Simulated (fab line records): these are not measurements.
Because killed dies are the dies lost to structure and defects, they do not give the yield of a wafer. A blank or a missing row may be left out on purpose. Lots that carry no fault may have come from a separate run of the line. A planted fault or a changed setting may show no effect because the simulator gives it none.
fab line records    flow n5_finfet
[record] lots = 14  wafers = 39  last_day = 18
route steps=1938 shown BEOL_M10@1501
lots that met no fault: taken from a fault-free run of the same line
start_h: hours from the record's first day to the start of the lot's first wafer shown    wait_h: time in hours since the lot's previous step    " unchanged from the row above    L1.1+2: one row covering several wafers at once    - no value present, or no start provided    * or withheld: withheld    < > ~ a bound
route shown NAME@n: a module of which the file shows steps, and the number in the route of the first    usual: average and standard deviation across the fault-free wafers    same: alike in all rows    chamber/n: place in a boat    sites: the reading at each site    _std_site: how widely they spread, as a standard deviation    _edge_site: outer sites' mean less inner sites'    radius_mm: how far each site lies from the wafer's centre    mask NAME#n: copy n    behind: the most recent tool/chamber to have shaped the wafer    hold: why the lot was held/for how many hours/how that ended    device: which transistor (n, p or np) failed to switch    end of line: at the end of the route, the tests of the same wafers    where a step has no rows: the recipe by itself    killed: dies that structure and defects cost at the first sort, which is not the same as the wafer's yield    map: per-die view of a wafer (x killed, . not killed, _ where there is no die)
set.NAME: the run value of the setting; set.NAME@STEP: its run value at that earlier step    model.NAME: the simulator's own value behind a step, which no gauge read
route steps across a sampled set of lots; one table per step, one row per wafer
services: when a tool's chamber went out of use (start_h, in hours from the record's first day, below 0 if earlier), for how many hours, and the reason
[[steps]]
[step N5_BEOL_M10_DEVELOP_27]
[recipe] develop_time_s = 30  developer = TMAH  resist = CAR-ArF  rinse_liquid = diw  dry = air_spin  dev_temp_c = 23
[usual] chill_plate_temp_C = 22.99/0.1  develop_time_s = 30/0
lot.wafer  tool            chamber  start_h  wait_h  chill_plate_temp_C  develop_time_s
L909.2     litho_track-04  0        213.80   -       23.05               30
L909.3     "               0        "        "       23.25               30
L909.6     "               0        "        "       22.98               30
L910.3     litho_track-03  0        222.09   -       22.98               30
L910.4     "               0        "        "       23.00               30
L910.5     "               0        "        "       23.01               30
L912.2     litho_track-03  0        241.18   -       22.94               30
L912.4     "               0        "        "       23.17               30
L912.5     "               0        "        "       23.16               30
L913.2     litho_track-04  0        248.42   -       23.19               30
L913.6     "               0        "        "       22.85               30
L914.2     litho_track-04  0        248.58   -       22.83               30
L914.3     "               0        "        "       22.96               30
L914.4     "               0        "        "       22.86               30
L915.1     litho_track-02  0        255.79   -       22.91               30
L915.2     "               0        "        "       23.09               30
L916.2     litho_track-03  0        266.55   -       23.08               30
L916.3     "               0        "        "       23.09               30
L916.4     "               0        "        "       23.01               30
L920.3     litho_track-02  -        282.80   -       -                   -
L920.5     "               -        "        "       -                   -
L920.6     "               -        "        "       -                   -
L921.1     litho_track-03  -        300.97   -       -                   -
L921.4     "               -        "        "       -                   -
L921.5     "               -        "        "       -                   -
L928.4     litho_track-04  0        336.28   -       22.88               30
L928.5     "               0        "        "       22.92               30
L928.6     "               0        "        "       23.10               30
L930.1     litho_track-02  0        353.12   -       22.93               30
L930.3     "               0        "        "       23.02               30
L930.6     "               0        "        "       22.88               30
L929.2     litho_track-04  0        353.29   -       23.15               30
L929.4     "               0        "        "       23.06               30
L929.5     "               0        "        "       23.04               30
L931.1     litho_track-04  0        356.73   -       22.94               30
L931.2     "               0        "        "       23.01               30
L931.4     "               0        "        "       22.99               30
L932.4     litho_track-02  0        375.50   -       22.97               30
L932.6     "               0        "        "       22.93               30
[step N5_BEOL_M10_CD_MEAS_28]
[recipe] target_cd_nm = 70  landing_energy_ev = 500  detector = se_inlens  polarity = opening
[usual] cd_nm = 70.4/1
lot.wafer  tool       chamber  start_h  wait_h  cd_nm
L909.2     cd_sem-03  0        213.86   -       70.6
L909.3     "          0        "        "       69.6
L909.6     "          0        "        "       70.4
L910.3     cd_sem-02  0        222.15   -       70.0
L910.4     "          0        "        "       70.0
L910.5     "          0        "        "       69.8
L912.2     cd_sem-03  0        241.24   -       68.9
L912.4     "          0        "        "       70.0
L912.5     "          0        "        "       69.8
L913.2     cd_sem-02  0        248.48   -       71.4
L913.6     "          0        "        "       70.3
L914.2     cd_sem-01  0        248.64   -       70.8
L914.3     "          0        "        "       71.8
L914.4     "          0        "        "       71.0
L915.1     cd_sem-02  0        255.86   -       71.2
L915.2     "          0        "        "       71.1
L916.2     cd_sem-03  0        266.61   -       68.7
L916.3     "          0        "        "       69.4
L916.4     "          0        "        "       68.8
L920.3     cd_sem-02  0        282.86   -       -
L920.5     "          0        "        "       -
L920.6     "          0        "        "       -
L921.1     cd_sem-01  0        301.03   -       -
L921.4     "          0        "        "       -
L921.5     "          0        "        "       -
L928.4     cd_sem-01  0        336.34   -       71.3
L928.5     "          0        "        "       71.4
L928.6     "          0        "        "       70.6
L930.1     cd_sem-01  0        353.18   -       71.6
L930.3     "          0        "        "       71.2
L930.6     "          0        "        "       71.6
L929.2     cd_sem-01  0        353.35   -       71.4
L929.4     "          0        "        "       72.5
L929.5     "          0        "        "       71.9
L931.1     cd_sem-03  0        356.79   -       70.1
L931.2     "          0        "        "       70.9
L931.4     "          0        "        "       70.2
L932.4     cd_sem-02  0        375.56   -       69.8
L932.6     "          0        "        "       71.8
[step N5_BEOL_M10_ETCH_66]
[recipe] chemistry = N2/H2  target = SOC  target_depth_a = 1200  overetch_a = 240  mask_material = SiARC  temp_c = 40  time_s = 180  ion_energy_ev = 200  pressure_mtorr = 30  source_w = 840  bias_w = 150  n2_flow_sccm = 200  h2_flow_sccm = 200
[usual] drypump_motor_current_A = 5.7/0.45  n2_flow_sccm = 199.9/0.61  oes_product_au = 0.64/0.058  rf_fwd_power_W = 836.7/2.8  rf_vpp_V = 524.1/2  showerhead_plenum_p_Torr = 2.55/0.068  temp_c = 39.99/0.12  throttle_valve_pct = 17.90/0.21
lot.wafer  tool         chamber  start_h  wait_h  drypump_motor_current_A  n2_flow_sccm  oes_product_au  rf_fwd_power_W  rf_hours_counter_h  rf_vpp_V  showerhead_plenum_p_Torr  temp_c  throttle_valve_pct
L909.2     rie_diel-05  3        214.03   0.0     6.3                      199.6         0.63            833.7           133                 523.9     2.56                      39.77   17.87
L909.3     "            1        "        "       5.7                      199.8         0.60            834.1           189                 524.0     2.51                      40.28   17.82
L909.6     "            2        "        "       5.3                      199.4         0.69            836.2           -                   525.8     2.57                      39.99   17.69
L910.3     rie_diel-01  0        222.32   0.0     5.1                      200.0         0.61            843.7           139                 523.5     2.55                      40.11   17.84
L910.4     "            3        "        "       6.1                      200.1         0.68            836.8           -                   526.4     2.58                      39.93   17.72
L910.5     "            2        "        "       5.2                      200.6         0.62            834.0           -                   522.2     2.44                      40.39   18.17
L912.2     rie_diel-05  0        241.52   0.0     5.9                      199.5         0.63            833.6           126                 524.1     2.56                      39.88   18.16
L912.4     "            3        "        "       6.3                      197.9         0.62            831.5           143                 524.2     2.56                      39.95   17.87
L912.5     "            2        "        "       5.3                      200.3         0.66            830.7           -                   525.2     2.56                      40.33   17.68
L913.2     rie_diel-02  3        248.75   0.0     5.3                      200.1         0.57            835.1           191                 522.6     2.53                      40.02   18.21
L913.6     "            2        "        "       6.3                      199.3         0.68            835.4           -                   528.0     2.71                      39.97   17.80
L914.2     rie_diel-01  2        249.07   0.0     5.2                      199.8         0.61            840.5           187                 520.9     2.43                      39.88   18.20
L914.3     "            0        "        "       5.1                      200.1         0.59            833.4           151                 523.4     2.54                      39.95   17.86
L914.4     "            1        "        "       5.3                      200.8         0.78            837.4           3                   526.0     2.59                      39.91   17.55
L915.1     rie_diel-01  2        256.03   0.0     5.2                      199.8         0.60            843.6           190                 520.5     2.43                      39.90   18.19
L915.2     "            1        "        "       5.3                      200.0         0.78            837.3           5                   524.6     2.59                      40.00   17.58
L916.2     rie_diel-02  1        266.78   0.0     6.3                      200.4         0.77            836.3           1                   523.3     2.50                      40.15   17.68
L916.3     "            0        "        "       5.9                      199.6         0.66            835.3           83                  524.2     2.57                      40.05   17.77
L916.4     "            3        "        "       5.4                      200.4         0.56            838.7           198                 522.5     2.53                      39.99   18.22
L920.3     rie_diel-02  0        283.32   0.0     5.9                      199.9         0.66            834.7           87                  525.1     2.57                      39.92   17.80
L920.5     "            1        "        "       6.3                      199.9         0.74            835.3           -                   521.9     2.50                      40.18   17.70
L920.6     "            2        "        "       6.3                      199.1         0.66            838.1           -                   527.6     2.70                      40.01   17.82
L921.1     rie_diel-02  0        301.29   0.0     5.9                      200.9         0.66            834.9           92                  523.9     2.57                      40.01   17.78
L921.4     "            3        "        "       5.4                      200.7         0.57            841.1           210                 522.8     2.53                      39.99   18.24
L921.5     "            0        "        "       5.9                      199.8         0.65            837.5           -                   524.7     2.56                      39.91   17.79
L928.4     rie_diel-05  0        336.84   0.0     5.9                      200.4         0.61            837.1           157                 524.1     2.55                      39.92   18.20
L928.5     "            2        "        "       5.3                      200.5         0.64            835.1           -                   523.4     2.55                      39.95   17.76
L928.6     "            3        "        "       6.3                      200.7         0.60            834.8           -                   523.3     2.54                      39.93   17.92
L930.1     rie_diel-02  2        353.45   0.0     6.3                      199.5         0.64            840.9           83                  526.7     2.69                      39.88   17.88
L930.3     "            3        "        "       5.4                      199.9         0.56            838.4           228                 522.5     2.52                      40.10   18.27
L930.6     "            3        "        "       5.4                      199.5         0.56            839.1           -                   522.9     2.52                      40.09   18.27
L929.2     rie_diel-02  3        354.51   0.0     5.4                      200.4         0.56            839.1           229                 523.9     2.52                      39.90   18.28
L929.4     "            2        "        "       6.3                      200.3         0.64            832.3           84                  527.7     2.69                      39.82   17.89
L929.5     "            3        "        "       5.4                      199.4         0.56            838.1           -                   523.9     2.52                      39.94   18.28
L931.1     rie_diel-01  0        357.65   0.0     5.1                      199.8         0.58            836.7           190                 522.9     2.53                      40.14   17.91
L931.2     "            2        "        "       5.2                      200.4         0.59            836.5           225                 520.5     2.42                      39.95   18.26
L931.4     "            3        "        "       6.1                      200.8         0.64            835.2           120                 523.5     2.56                      39.98   17.82
L932.4     rie_diel-01  3        375.73   0.0     6.1                      200.2         0.64            836.0           128                 523.3     2.56                      40.04   17.83
L932.6     "            2        "        "       5.3                      200.9         0.58            838.0           -                   520.1     2.42                      39.95   18.28
[step N5_BEOL_M10_STRIP_36]
[recipe] chemistry = N2/H2  power_w = 450  temp_c = 40  pressure_mtorr = 20  rf_frequency_hz = 6e+07  overash_fraction = 0.3  bias_power_w = 7  h2_frac = 0.5  n2_flow_sccm = 200  h2_flow_sccm = 200
[usual] drypump_motor_current_A = 5.7/0.46  n2_flow_sccm = 199.9/0.58  oes_product_au = 0.80/0.075  rf_vpp_V = 59.6/2.1  showerhead_plenum_p_Torr = 2.55/0.068  temp_c = 39.99/0.11  throttle_valve_pct = 23.7/0.3
lot.wafer  tool         chamber  start_h  wait_h  drypump_motor_current_A  n2_flow_sccm  oes_product_au  rf_hours_counter_h  rf_vpp_V  showerhead_plenum_p_Torr  temp_c  throttle_valve_pct
L909.2     rie_diel-05  3        214.21   0.0     6.3                      200.2         0.79            133                 59.9      2.56                      40.25   23.6
L909.3     "            1        "        "       5.7                      199.7         0.73            189                 58.6      2.51                      39.77   23.5
L909.6     "            2        "        "       5.3                      199.8         0.84            -                   57.5      2.56                      39.85   23.4
L910.3     rie_diel-01  0        222.50   0.0     5.1                      199.5         0.76            139                 60.5      2.54                      40.07   23.6
L910.4     "            3        "        "       6.1                      200.5         0.86            -                   60.8      2.58                      39.76   23.8
L910.5     "            2        "        "       5.3                      200.8         0.75            -                   61.9      2.43                      39.97   24.0
L912.2     rie_diel-05  0        241.70   0.0     6.0                      200.1         0.77            126                 61.6      2.55                      40.01   24.2
L912.4     "            3        "        "       6.3                      199.9         0.78            144                 59.1      2.55                      39.94   23.5
L912.5     "            2        "        "       5.3                      200.2         0.84            -                   58.0      2.56                      40.14   23.4
L913.2     rie_diel-02  3        248.93   0.0     5.4                      199.9         0.71            191                 57.0      2.53                      39.85   24.2
L913.6     "            2        "        "       6.3                      199.6         0.82            -                   61.5      2.70                      39.82   23.8
L914.2     rie_diel-01  2        249.26   0.0     5.2                      200.5         0.74            187                 60.6      2.43                      39.99   24.0
L914.3     "            0        "        "       5.1                      200.3         0.75            151                 60.6      2.54                      40.00   23.6
L914.4     "            1        "        "       5.4                      200.4         0.99            3                   59.8      2.59                      39.94   23.2
L915.1     rie_diel-01  2        256.22   0.0     5.3                      199.0         0.72            190                 57.7      2.43                      40.01   24.0
L915.2     "            1        "        "       5.3                      199.0         0.97            5                   61.3      2.58                      39.92   23.3
L916.2     rie_diel-02  1        266.97   0.0     6.3                      199.4         0.97            1                   58.6      2.50                      39.98   23.5
L916.3     "            0        "        "       5.9                      199.1         0.83            84                  59.2      2.56                      39.83   23.5
L916.4     "            3        "        "       5.4                      199.4         0.71            198                 63.0      2.53                      39.89   24.2
L920.3     rie_diel-02  0        283.51   0.0     5.9                      200.7         0.82            87                  62.4      2.56                      39.88   23.5
L920.5     "            1        "        "       6.3                      199.7         0.93            -                   57.9      2.49                      39.95   23.5
L920.6     "            2        "        "       6.3                      199.8         0.83            -                   56.8      2.70                      40.17   23.8
L921.1     rie_diel-02  0        301.48   0.0     5.9                      200.2         0.82            92                  58.2      2.56                      39.84   23.5
L921.4     "            3        "        "       5.3                      201.5         0.69            210                 60.3      2.52                      40.11   24.2
L921.5     "            0        "        "       5.9                      199.7         0.81            -                   58.1      2.56                      39.86   23.5
L928.4     rie_diel-05  0        337.03   0.0     5.9                      199.6         0.74            157                 57.8      2.54                      39.98   24.3
L928.5     "            2        "        "       5.3                      200.2         0.80            -                   59.6      2.55                      40.04   23.5
L928.6     "            3        "        "       6.3                      199.9         0.75            -                   60.4      2.54                      39.97   23.6
L930.1     rie_diel-02  2        353.64   0.0     6.3                      199.9         0.79            83                  63.8      2.69                      40.17   23.8
L930.3     "            3        "        "       5.4                      199.4         0.68            228                 63.0      2.51                      39.81   24.2
L930.6     "            3        "        "       5.4                      200.2         0.69            -                   58.2      2.51                      40.10   24.3
L929.2     rie_diel-02  3        354.70   0.0     5.4                      199.2         0.70            229                 56.5      2.51                      40.04   24.2
L929.4     "            2        "        "       6.4                      200.5         0.80            84                  59.3      2.69                      39.83   23.8
L929.5     "            3        "        "       5.4                      200.5         0.69            -                   59.8      2.51                      40.03   24.2
L931.1     rie_diel-01  0        357.84   0.0     5.1                      199.2         0.72            190                 58.9      2.52                      40.06   23.7
L931.2     "            2        "        "       5.2                      200.4         0.72            225                 59.6      2.41                      40.04   24.1
L931.4     "            3        "        "       6.1                      200.3         0.81            120                 60.4      2.56                      40.04   23.9
L932.4     rie_diel-01  3        375.92   0.0     6.1                      200.4         0.81            128                 62.5      2.55                      40.09   23.8
L932.6     "            2        "        "       5.3                      199.7         0.72            -                   61.0      2.41                      39.93   24.0
[[services]]
tool            chamber  start_h  hours  kind
rie_diel-02     1        215.45   4.4    repair
rie_diel-01     1        220.56   -      clean
rie_diel-01     1        220.56   -      consumable_replace:focus_ring
rie_diel-01     1        220.56   19.1   scheduled_down
rie_diel-01     1        220.56   19.1   vent_cycle
rie_diel-01     -        223.56   0.1    repair
rie_diel-02     1        250.21   -      clean
rie_diel-02     1        250.21   -      consumable_replace:focus_ring
rie_diel-02     1        250.21   13.8   scheduled_down
rie_diel-02     1        250.21   13.8   vent_cycle
rie_diel-02     -        274.83   1.4    repair
rie_diel-05     -        348.85   15.6   pm
rie_diel-01     2        353.33   4.1    repair
litho_track-02  -        373.43   -      consumable_replace:filter
[[key]]
[first_sign] step = N5_BEOL_M10_DEVELOP_27  reading = tool_record  direction = missing
effect none on later readings
met_at N5_BEOL_M10_DEVELOP_27
struck_lots L920,L921
later_rows_left_out L920.3,L920.5,L920.6,L921.1,L921.4,L921.5
sort_left_out L920.3,L920.5,L920.6,L921.1,L921.4,L921.5
not_acting_at N5_BEOL_M10_CD_MEAS_28,N5_BEOL_M10_ETCH_66,N5_BEOL_M10_STRIP_36
onset_between 266.55 282.80
[fault] kind = skipped_step_whole  tool = litho_track-02,litho_track-03  chamber = -  onset_h = 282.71  steps = N5_BEOL_M10_DEVELOP_27  scope = struck_lots_only
// sort_left_out: the simulated sort isn't trusted on such a fault, so these wafers' sort isn't shown, and their yield isn't known
// later_rows_left_out: the simulator's readings of these wafers behind a module that went badly wrong aren't trusted and aren't shown, but for the sort
